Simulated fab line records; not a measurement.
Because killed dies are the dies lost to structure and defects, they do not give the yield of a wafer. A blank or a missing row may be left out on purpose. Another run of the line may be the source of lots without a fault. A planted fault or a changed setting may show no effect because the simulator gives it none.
Struck lot and sound lot, side by side || flow n5Finfet || 16 out of 1938 route steps
Sound: these wafers, L534.4, L534.5, L534.6. Struck: wafers L537.1, L537.4, L537.6. The cause comes at the end.
Order at every step that has rows: each side's tool, ch and its chambers, its first start. Under that, the readings that differ: sound wafers || struck wafers || difference of the means || sigmas: that difference in standard deviations of wafers without a fault.
alike: words and numbers the same on both sides, and readings whose means are apart by under 2 such deviations; not compared: readings that were withheld, readings missing a value for some wafer, numbers with overlapping values and no deviation given by the record, and bounds like >300 which may hide the same value.
The two part at a step that has a row with sigmas, a row that says differs or no value, or rows on one side only. Numbers that don't overlap but have no deviation are shown without sigmas and don't part them. Lack of a reading on every wafer of one side parts them only where that side has two or more wafers.

N5_BEOL_M3_OVL_MEAS_12:
  sound on overlay-02 ch 0, day 9 20:03; struck on overlay-01 ch 0, day 11 08:22
  alike: M3_OVL
N5_BEOL_M3_INSPECT_13: inspects for defects (brightfield).
  sound: defectInspect-02 at day 9 20:05; struck: defectInspect-02 at day 11 08:26
  alike: rawDefectCount
N5_BEOL_M3_DESCUM_16: chemistry O2, time 7 s.
  sound on rieDiel-05 ch 0,1, day 9 20:08; struck on rieDiel-05 ch 0,2, day 11 08:28
  alike: drypumpMotorCurrentA, oesProductAu, rfVppV, showerheadPlenumPTorr, throttleValvePct
  not compared: rfHoursCounterH
then, 1 step without rows for these wafers: N5_BEOL_M3_ETCH_74 (etches underlayer in N2/H2, target depth 6.5 nm, time 5.2 s).
N5_BEOL_M3_ETCH_63: etches SiARC in CF4, target depth 15.6 nm, time 26 s.
  sound on rieDiel-05 ch 0,1, day 9 20:11; struck on rieDiel-05 ch 0,2, day 11 08:31
  alike: drypumpMotorCurrentA, etchRfOnTimeS, oesProductAu, rfVppV, showerheadPlenumPTorr, throttleValvePct
  not compared: rfHoursCounterH
N5_BEOL_M3_ETCH_64: etches SOC in N2/H2, target depth 75 nm, overetch 15 nm, time 112.5 s.
  sound on rieDiel-05 ch 0,1, day 9 20:13; struck on rieDiel-05 ch 0,2, day 11 08:32
  alike: drypumpMotorCurrentA, oesProductAu, rfVppV, showerheadPlenumPTorr, throttleValvePct
  not compared: rfHoursCounterH
then, 2 steps without rows for these wafers: N5_BEOL_M3_STRIP_65 (strips in N2/H2); N5_BEOL_M3_STRIP_75 (strips in N2/H2).
N5_BEOL_M3_STRIP_66: strips in CF4.
  sound on rieDiel-05 ch 0,1, day 9 20:20; struck on rieDiel-05 ch 0,2, day 11 08:40
  alike: drypumpMotorCurrentA, oesProductAu, rfVppV, showerheadPlenumPTorr, throttleValvePct
  not compared: rfHoursCounterH
N5_BEOL_M3_HM_OPEN_17: chemistry Cl2/BCl3, target TiN, target depth 20 nm, overetch 6 nm.
  sound on rieMetal-03 ch 0,1, day 9 20:24; struck on rieMetal-02 ch 1, day 11 08:43
  alike: drypumpMotorCurrentA, heBacksideLeakSccm, oesProductAu, throttleValvePct
  not compared: rfHoursCounterH
then, 1 step without rows for these wafers: N5_BEOL_M3_STRIP_19 (strips in O2).
N5_BEOL_M3_CD_MEAS_18: pitch 36 nm, target cd 18 nm.
  sound: cdSem-03 at day 9 20:34; struck: cdSem-03 at day 11 08:53
  alike: cdNm
N5_BEOL_M3_COAT_67: time 60 s, resist thk 60 nm.
  sound on lithoTrack-02 ch 0, day 9 20:35; struck on lithoTrack-05 ch 0, day 11 08:56
{"reading": "heaterPowerTotalW (W)", "sound": "499.6 499.2 499.2", "struck": "481.9 480.9 479.1", "difference": -18.7, "sigmas": -10}
{"reading": "plateTempC (C)", "sound": "250.02 249.94 250.04", "struck": "242.24 242.33 241.95", "difference": -7.83, "sigmas": -41}
{"reading": "resistLineTempC (C)", "sound": "22.88 23.00 22.91", "struck": "23.18 23.26 23.13", "difference": "+0.26", "sigmas": "+2"}
then, 1 step without rows for these wafers: N5_BEOL_M3_COAT_68 (time 60 s, resist thk 12 nm).
N5_BEOL_M4_RC_MEAS_101:
  sound on prober-01 ch 0, day 11 14:02; struck on prober-02 ch 0, day 12 09:50
  alike: DIBL_N, DIBL_P, IOFF_N, IOFF_P, ION_N, ION_P, SS_N, SS_P, VT_N, VT_P
-- the record jumps here: 4 days lie between the struck wafers' starts before and after (it left off in module BEOL_M4 and takes up again in module PASSIVATION, whose first step shown is number 1936 of the route) --
N5_PASSIVATION_PROBE_49:
  the record has rows for the struck wafers here (prober-02, day 16 10:53) and none for the sound ones

## WHERE THEY PART
Last at N5_PASSIVATION_PROBE_49 as far as this record goes, first at N5_BEOL_M3_COAT_67.

WHY: what the simulator had put in
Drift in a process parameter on lithoTrack-05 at N5_BEOL_M3_COAT_67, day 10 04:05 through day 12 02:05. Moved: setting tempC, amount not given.
